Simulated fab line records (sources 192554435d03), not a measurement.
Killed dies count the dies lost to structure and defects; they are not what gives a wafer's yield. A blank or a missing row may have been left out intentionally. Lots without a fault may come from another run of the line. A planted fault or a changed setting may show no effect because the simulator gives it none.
fab line records	flow n5_finfet
record: lots: 11	wafers: 33	last_day: 18
route steps=1938 shown SDB@365
lots untouched by any fault: they come from a run of this same line in which no faults occurred
start_h: hours from the record's opening day to when the first of the lot's shown wafers began	wait_h: hours elapsed since this lot's preceding step	" same as the row above	L1.1+2: several wafers, shown together as one row	- no value present, or no start provided	* or withheld: withheld	< > ~ a bound
route shown NAME@n: NAME is a module with steps in the file, n the number in the route of the first one	usual: the fault-free wafers' mean and standard deviation	same: alike in all rows	chamber/n: place in a boat	sites: each site's reading	_std_site: the values' standard deviation	_edge_site: the outer-site mean with the inner-site mean subtracted	radius_mm: how far each site lies from the wafer's centre	mask NAME#n: copy n	behind: the most recent tool/chamber to have shaped the wafer	hold: what put the lot on hold/how long, in hours/how the hold closed	device: names the non-switching transistor (n, p or np)	end of line: tests run on the same wafers once the route is complete	a step with no rows: only its recipe	killed: the dies lost at the first sort to structure and to defects; this is not the yield of the wafer	map: the dies of a wafer, with x for killed, . for not killed, _ for no die there
set.NAME: setting as actually run; set.NAME@STEP: the setting as run at that earlier step	model.NAME: the simulator's own value behind a step, which no gauge read
steps of the route over a sample of lots; a table a step, a row a wafer
services: when a tool's chamber went out of use (start_h, in hours from the record's first day, below 0 if earlier), for how many hours, and the reason
== steps ==
step: N5_SDB_STRIP_22
recipe: chemistry: N2/H2	power_w: 1000	temp_c: 250	h2_frac: 0.65	overash_fraction: 0.3	pressure_mtorr: withheld	n2_flow_sccm: 1750	h2_flow_sccm: 3250
usual: drypump_motor_current_A: 5.61/0.26	h2_flow_sccm: 3248/10	heater_power_w: 332/20	n2_flow_sccm: 1749/5.5	oes_product_au: 0.715/0.0047	strip_time_to_endpoint_s: 96.3/0.37
lot.wafer	tool	chamber	start_h	wait_h	drypump_motor_current_A	h2_flow_sccm	heater_power_w	n2_flow_sccm	oes_product_au	rf_hours_counter_h	strip_time_to_endpoint_s
L611.2	plasma_asher-01	0	69.56	0.1	5.35	3257	346	1743	0.707	92	95.6
L611.4	"	0	"	"	5.36	3249	355	1737	0.716	-	96.1
L611.6	"	0	"	"	5.36	3254	351	1739	0.719	-	95.7
L614.2	plasma_asher-01	1	86.86	0.1	5.88	3238	309	1745	0.715	96	96.5
L614.4	"	1	"	"	5.87	3245	299	1755	0.710	-	96.5
L614.5	"	1	"	"	5.87	3234	315	1760	0.713	-	96.7
L619.4	plasma_asher-02	1	115.95	0.1	5.76	3236	322	1747	0.724	-	96.5
L619.5	"	0	"	"	5.34	3250	349	1750	0.715	-	96.9
L619.6	"	1	"	"	5.79	3237	314	1750	0.722	-	96.7
L621.3	plasma_asher-01	1	128.95	0.1	5.87	3248	311	1758	0.718	-	96.4
L621.4	"	0	"	"	5.35	3249	355	1755	0.716	-	96.3
L621.5	"	0	"	"	5.34	3270	350	1753	0.715	-	96.5
L622.2	plasma_asher-01	0	131.93	0.1	5.35	3253	349	1750	0.714	106	96.1
L622.3	"	0	"	"	5.36	3257	356	1748	0.714	-	96.7
L622.5	"	0	"	"	5.34	3247	355	1746	0.716	-	96.6
L624.1	plasma_asher-01	1	145.30	0.1	5.87	3238	315	1756	0.717	110	96.0
L624.3	"	0	"	"	5.36	3260	352	1750	0.712	-	95.8
L624.6	"	1	"	"	5.86	3244	317	1746	0.718	-	96.4
L627.1	plasma_asher-01	0	166.47	0.2	5.37	3244	345	1753	0.718	116	96.0
L627.3	"	1	"	"	5.88	3237	318	1747	0.713	-	96.2
L627.5	"	1	"	"	5.89	3232	316	1739	0.732	-	96.4
L629.2	plasma_asher-01	0	175.51	0.1	-	-	-	-	-	-	-
L629.3	"	1	"	"	-	-	-	-	-	-	-
L629.6	"	0	"	"	-	-	-	-	-	-	-
L630.2	plasma_asher-01	0	182.32	0.1	-	-	-	-	-	-	-
L630.3	"	0	"	"	-	-	-	-	-	-	-
L630.5	"	0	"	"	-	-	-	-	-	-	-
L633.1	plasma_asher-01	0	199.94	0.1	5.35	3257	360	1754	0.719	126	96.9
L633.2	"	1	"	"	5.88	3247	311	1742	0.715	126	96.7
L633.5	"	0	"	"	5.37	3262	352	1756	0.720	-	96.6
L634.2	plasma_asher-01	0	206.07	0.1	5.37	3260	350	1750	0.725	127	96.5
L634.3	"	0	"	"	5.37	3234	351	1749	0.717	-	95.9
L634.5	"	0	"	"	5.36	3251	348	1748	0.718	-	96.3
step: N5_SDB_ETCH_25
recipe: chemistry: C4F6/O2	target: SiO2	target_depth_a: 100	time_s: 3.3	ion_energy_ev: 250	mask_material: SiNx	pressure_mtorr: 30	source_w: 345	bias_w: 185	Ar_flow_sccm: 300	C4F6_flow_sccm: 10	O2_flow_sccm: 10
usual: drypump_motor_current_A: 5.6/0.55	oes_product_au: 0.75/0.071	rf_vpp_V: 668/8.9	showerhead_plenum_p_Torr: 2.82/0.076	throttle_valve_pct: 21.22/0.24
lot.wafer	tool	chamber	start_h	wait_h	drypump_motor_current_A	oes_product_au	rf_hours_counter_h	rf_vpp_V	showerhead_plenum_p_Torr	throttle_valve_pct
L611.2	rie_diel-06	1	69.78	0.0	4.9	0.80	112	656	2.78	21.56
L611.4	"	3	"	"	5.4	0.71	177	677	2.74	21.40
L611.6	"	1	"	"	4.9	0.80	-	654	2.78	21.58
L614.2	rie_diel-06	3	87.08	0.0	5.4	0.71	184	676	2.74	21.41
L614.4	"	1	"	"	4.8	0.78	-	655	2.78	21.58
L614.5	"	2	"	"	6.6	0.69	-	659	2.71	21.11
L619.4	rie_diel-01	3	116.30	0.2	5.2	0.69	224	679	2.80	21.16
L619.5	"	2	"	"	6.4	0.88	-	657	2.92	20.80
L619.6	"	3	"	"	5.2	0.69	-	681	2.80	21.17
L621.3	rie_diel-05	1	129.12	0.0	5.8	0.71	229	668	2.83	21.37
L621.4	"	2	"	"	5.5	0.67	233	684	2.93	21.03
L621.5	"	1	"	"	5.8	0.71	-	667	2.83	21.37
L622.2	rie_diel-05	0	132.15	0.0	6.1	0.90	31	660	2.80	20.84
L622.3	"	1	"	"	5.8	0.70	230	668	2.83	21.35
L622.5	"	2	"	"	5.5	0.67	-	683	2.93	21.00
L624.1	rie_diel-05	2	145.57	0.1	5.5	0.67	239	683	2.92	21.00
L624.3	"	0	"	"	6.1	0.89	36	660	2.79	20.85
L624.6	"	2	"	"	5.6	0.67	-	683	2.92	21.02
L627.1	rie_diel-01	3	166.69	0.0	5.2	0.67	245	679	2.79	21.21
L627.3	"	0	"	"	4.9	0.81	105	676	2.75	21.19
L627.5	"	2	"	"	6.4	0.84	-	657	2.91	20.83
L629.2	rie_diel-06	1	175.74	0.0	4.9	0.75	150	654	2.76	21.62
L629.3	"	0	"	"	5.6	0.77	164	667	2.88	21.35
L629.6	"	2	"	"	6.6	0.67	-	659	2.70	21.14
L630.2	rie_diel-05	1	182.54	0.0	5.8	0.70	241	668	2.82	21.40
L630.3	"	3	"	"	6.1	0.72	201	672	2.94	21.56
L630.5	"	2	"	"	5.5	0.66	-	683	2.92	21.04
L633.1	rie_diel-01	0	200.19	0.1	4.9	0.80	117	674	2.74	21.22
L633.2	"	1	"	"	5.1	0.75	170	668	2.82	21.07
L633.5	"	1	"	"	5.1	0.74	-	667	2.82	21.06
L634.2	rie_diel-05	1	206.29	0.0	5.7	0.70	249	669	2.82	21.38
L634.3	"	3	"	"	6.1	0.71	211	672	2.93	21.59
L634.5	"	3	"	"	6.1	0.71	-	672	2.93	21.56
step: N5_SDB_CUT_ETCH_26
recipe: chemistry: HBr/Cl2/O2	target: Si	target_depth_a: 1296	bt_time_s: 20	mask_material: SiNx	time_s: 51.8	ion_energy_ev: *	bias_w: *	pressure_mtorr: 10	icp_w: 800	HBr_flow_sccm: 150	Cl2_flow_sccm: 80	O2_flow_sccm: 12
usual: drypump_motor_current_A: 5.7/0.46	oes_product_au: 1.004/0.017	throttle_valve_pct: 37.1/0.36
lot.wafer	tool	chamber	start_h	wait_h	drypump_motor_current_A	oes_product_au	rf_hours_counter_h	throttle_valve_pct
L611.2	rie_si-04	0	69.87	0.1	6.0	1.014	75	37.5
L611.4	"	2	"	"	5.2	0.987	111	36.8
L611.6	"	1	"	"	5.2	0.997	-	36.8
L614.2	rie_si-03	3	87.16	0.1	6.4	1.033	90	37.2
L614.4	"	1	"	"	6.2	0.992	140	37.8
L614.5	"	1	"	"	6.2	0.982	-	37.8
L619.4	rie_si-03	1	116.39	0.1	6.2	0.984	141	37.8
L619.5	"	1	"	"	6.1	0.990	-	37.8
L619.6	"	0	"	"	5.6	0.976	-	36.9
L621.3	rie_si-03	1	129.21	0.1	6.2	0.992	141	37.8
L621.4	"	0	"	"	5.7	0.991	10	36.9
L621.5	"	2	"	"	5.9	1.006	-	37.1
L622.2	rie_si-04	2	132.23	0.1	5.2	0.987	112	36.8
L622.3	"	3	"	"	5.3	1.014	181	36.5
L622.5	"	3	"	"	5.3	0.998	-	36.6
L624.1	rie_si-03	3	145.66	0.1	6.4	1.039	91	37.2
L624.3	"	0	"	"	5.6	0.975	10	36.9
L624.6	"	0	"	"	5.6	0.986	-	36.9
L627.1	rie_si-04	0	166.77	0.1	5.9	1.025	77	37.4
L627.3	"	1	"	"	5.2	0.994	10	36.8
L627.5	"	0	"	"	5.9	1.020	-	37.5
L629.2	rie_si-04	0	175.82	0.1	5.9	1.020	77	37.4
L629.3	"	2	"	"	5.2	0.985	113	36.8
L629.6	"	2	"	"	5.2	0.997	-	36.8
L630.2	rie_si-03	1	182.63	0.1	6.2	0.976	142	37.8
L630.3	"	2	"	"	5.9	1.008	5	37.1
L630.5	"	0	"	"	5.6	0.981	-	36.9
L633.1	rie_si-01	0	200.27	0.1	6.3	1.011	36	37.1
L633.2	"	3	"	"	4.8	0.975	93	37.2
L633.5	"	3	"	"	4.8	0.974	-	37.2
L634.2	rie_si-01	0	206.37	0.1	6.4	1.002	36	37.1
L634.3	"	2	"	"	5.3	1.013	40	37.6
L634.5	"	1	"	"	5.8	1.034	-	37.1
step: N5_SDB_CMP_30
recipe: stop_on: poly-Si	t_overpolish_s: 1.54	post_cmp_clean: alkaline_brush	down_force_psi: 4.1491	platen_rpm: 51.796	pad_velocity_m_s: 1.0306	target_thk_nm: 30
usual: motor_current_A: 12.1/1.5	overpolish_run_s: 1.539/0.0091	slurry_flow_ml_min: 150.0/0.5	time_to_endpoint_s: 16.9/2.2
lot.wafer	tool	chamber	start_h	wait_h	motor_current_A	overpolish_run_s	slurry_flow_ml_min	time_to_endpoint_s
L611.2	cmp-04	0	72.78	1.4	14.8	1.550	150.0	17.0
L611.4	"	1	"	"	13.2	1.533	150.1	14.9
L611.6	"	0	"	"	14.6	1.512	149.4	17.9
L614.4	cmp-02	2	90.15	1.4	10.5	1.548	150.2	15.1
L614.2	"	3	"	"	10.8	1.530	149.2	14.5
L614.5	"	2	"	"	10.7	1.534	150.9	14.8
L619.4	cmp-02	1	119.31	1.4	10.4	1.535	150.2	17.4
L619.6	"	1	"	"	10.7	1.539	149.8	17.9
L619.5	"	2	"	"	11.0	1.539	150.1	17.0
L621.4	cmp-04	0	132.61	1.4	15.1	1.536	151.0	18.7
L621.3	"	2	"	"	11.9	1.537	149.3	16.6
L621.5	"	3	"	"	13.7	1.534	150.2	16.5
L622.2	cmp-03	0	135.28	1.4	13.9	1.556	149.5	18.0
L622.3	"	1	"	"	10.8	1.527	149.3	13.3
L622.5	"	1	"	"	10.7	1.550	149.2	15.3
L624.3	cmp-04	3	148.58	1.4	14.3	1.548	149.8	14.2
L624.1	"	2	"	"	12.0	1.542	149.9	17.5
L624.6	"	0	"	"	15.1	1.540	150.0	18.9
L627.1	cmp-02	3	169.76	1.5	11.2	1.534	150.6	18.8
L627.3	"	0	"	"	12.2	1.540	150.2	15.3
L627.5	"	1	"	"	10.6	1.545	150.5	18.0
L629.3	cmp-03	0	178.78	1.4	14.3	1.543	151.2	18.2
L629.2	"	2	"	"	11.6	1.544	149.1	17.6
L629.6	"	3	"	"	11.1	1.537	150.0	16.3
L630.3	cmp-03	3	185.72	1.4	11.5	1.542	150.5	18.8
L630.2	"	0	"	"	13.8	1.546	150.3	20.6
L630.5	"	0	"	"	14.3	1.540	150.2	22.0
L633.2	cmp-02	1	203.23	1.4	10.4	1.550	150.4	19.6
L633.1	"	3	"	"	10.6	1.535	150.1	14.6
L633.5	"	0	"	"	11.2	1.536	150.7	17.3
L634.2	cmp-03	1	209.29	1.4	11.3	1.530	149.3	18.1
L634.3	"	0	"	"	13.4	1.532	149.2	23.7
L634.5	"	2	"	"	11.1	1.546	150.7	19.9
== services ==
tool	chamber	start_h	hours	kind
cmp-04	-	48.31	3.8	repair
cmp-03	-	56.77	1.0	repair
rie_diel-05	1	57.17	13.0	repair
cmp-04	-	64.52	4.0	pm
rie_si-04	0	78.27	18.3	repair
rie_diel-06	0	82.08	7.0	repair
cmp-04	-	89.91	2.3	repair
rie_si-01	0	90.11	5.1	repair
rie_diel-01	-	90.23	0.2	repair
rie_si-01	3	125.67	4.9	repair
cmp-02	-	127.72	4.6	pm
cmp-02	-	136.03	4.0	pm
rie_diel-05	-	147.49	16.3	repair
plasma_asher-02	-	154.00	17.9	repair
rie_diel-01	1	164.18	2.6	repair
plasma_asher-02	-	174.04	0.6	repair
plasma_asher-02	-	180.28	12.1	repair
rie_si-04	2	180.64	10.8	repair
rie_diel-05	2	197.50	-	clean
rie_diel-05	2	197.50	-	consumable_replace:focus_ring
rie_diel-05	2	197.50	21.7	scheduled_down
rie_diel-05	2	197.50	21.7	vent_cycle
rie_si-01	-	201.32	0.1	repair
plasma_asher-02	-	206.24	2.8	pm
== key ==
first_sign: step: N5_SDB_STRIP_22	reading: tool_record	direction: missing
effect none on later readings
met_at N5_SDB_STRIP_22
struck_lots L629,L630
rows_end L629.2,L629.3,L629.6,L630.2,L630.3,L630.5
not_acting_at N5_SDB_ETCH_25,N5_SDB_CUT_ETCH_26,N5_SDB_CMP_30
onset_between 166.47 175.51
fault: kind: skipped_step_whole	tool: plasma_asher-01	chamber: -	onset_h: 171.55	steps: N5_SDB_STRIP_22	scope: struck_lots_only
rows_end: these wafers met a further fault down the route, and their rows from its step on are left out
